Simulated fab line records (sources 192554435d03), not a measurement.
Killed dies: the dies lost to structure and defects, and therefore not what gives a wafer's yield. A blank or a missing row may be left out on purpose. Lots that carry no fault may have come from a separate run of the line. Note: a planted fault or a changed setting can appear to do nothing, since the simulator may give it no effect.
Problem report in the 8D (eight disciplines) form, filled by code ; flow n5Finfet ; the parts of the form that need people (team, actions taken, sign-off) are left out

## 1. THE PROBLEM
barrierFieldEndpointS at N5_BEOL_M12_CMP_49 reads a mean of 21.5 s on 2 wafers of 2 lots; wafers without a fault read 30.4 s with a standard deviation of 1.1. That puts it -8.1 standard deviations away from the usual mean.
The step: polishes, stops on SiOC, t overpolish 20.6 s, target thk 320 nm.
First observed at day 12 04:20: wafer L689.3, on cmp-04. Wafers with a number at this step in the record: 32, from 11 lots. Rule for "out" (also "out of limits"): further than 4 standard deviations from the usual mean. All remaining wafers that have a number are taken as sound.

## 2. WHAT IT IS; WHAT IT IS NOT
question;is;is not
which readings at this step;barrierFieldEndpointS;edgeZonePressureFrac, motorCurrentA
which lots;L687, L689;L682, L685, L686, L694, L698, L699, L700, L701, L702
which wafers of those lots;L687.3, L689.3;L687.1, L687.6, L689.2, L689.5
read on which tools;cmp-03, cmp-04;cmp-02
when;from day 12 04:20;"up to then (8 sound wafers); but 22 sound wafers of L686, L687, L694, L698, L699, L700, L701, L702 came after"

## 3. WHAT RULES OUT EACH SUSPECT
Counting: any tool at a process step up to the reading remains a suspect provided it ran every lot that is out. Sound lots after the first of them don't rule it out here, since some wafers of a struck lot are sound.
- plasmaAsher-02 at N5_BEOL_M12_STRIP_64 (strips in N2/H2): kept. Every lot that is out went through it, the first being L689 (day 11 22:23); the last sound lot it ran before that was L686 (day 11 22:12).
- pvdSputter-03 at N5_BEOL_M12_SPUTTER_43 (material TaN, target thk 15 nm, time 24.19 s): kept. Every lot that is out went through it, the first being L689 (day 12 02:25); the last sound lot it ran before that was L685 (day 12 01:26).
After counting, plasmaAsher-02 at N5_BEOL_M12_STRIP_64 and pvdSputter-03 at N5_BEOL_M12_SPUTTER_43 remain.

## 4. THE CAUSE (what the simulator had put in)
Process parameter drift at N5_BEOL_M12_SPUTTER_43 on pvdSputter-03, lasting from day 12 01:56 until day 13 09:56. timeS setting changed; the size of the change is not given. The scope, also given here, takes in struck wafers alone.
2 suspects survive the count, and this tool is in that group.

## 5. THE EFFECT CHAIN, in route order
Each row: a reading where the mean over the struck wafers with a number is more than 3 standard deviations away from the usual. Only readings for which the record gives a usual standard deviation are gone through. hours: the time from each lot's start at the first step in this table that gives one to its start at this step, as a median over the lots. sigmas: the change in usual standard deviations.
hours;step;reading;usual;on struck wafers;change;sigmas
0;N5_BEOL_M12_CMP_49;barrierFieldEndpointS;30.4 s;21.5;-8.9;-8.1
34;N5_PASSIVATION_PROBE_49;sort_bin_4_leakage;0.00 %;0.08;+0.08;+4.7
The process steps in it:
- N5_BEOL_M12_CMP_49: polishes, stops on SiOC, t overpolish 20.6 s, target thk 320 nm.
- N5_PASSIVATION_PROBE_49
Later steps that measure or inspect, where all struck wafers having a row at the step show a number for every such reading and not one has moved that far: N5_BEOL_M12_RS_MEAS_54, N5_BEOL_M12_INSPECT_55.

## 6. WHAT WOULD HAVE CAUGHT IT SOONER
2 hours passed between the start of the fault at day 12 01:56 and the first reading out of limits in this record, taken at day 12 04:20.
No tool reading at N5_BEOL_M12_SPUTTER_43 that has a usual standard deviation in the record was out on any struck wafer, so an alarm limit of 4 standard deviations on those readings would not have fired.
Among the 2 lots that are out, L687 began N5_BEOL_M12_SPUTTER_43 on pvdSputter-03 after day 12 04:20. Had the tool been put on hold then, it would have been spared.
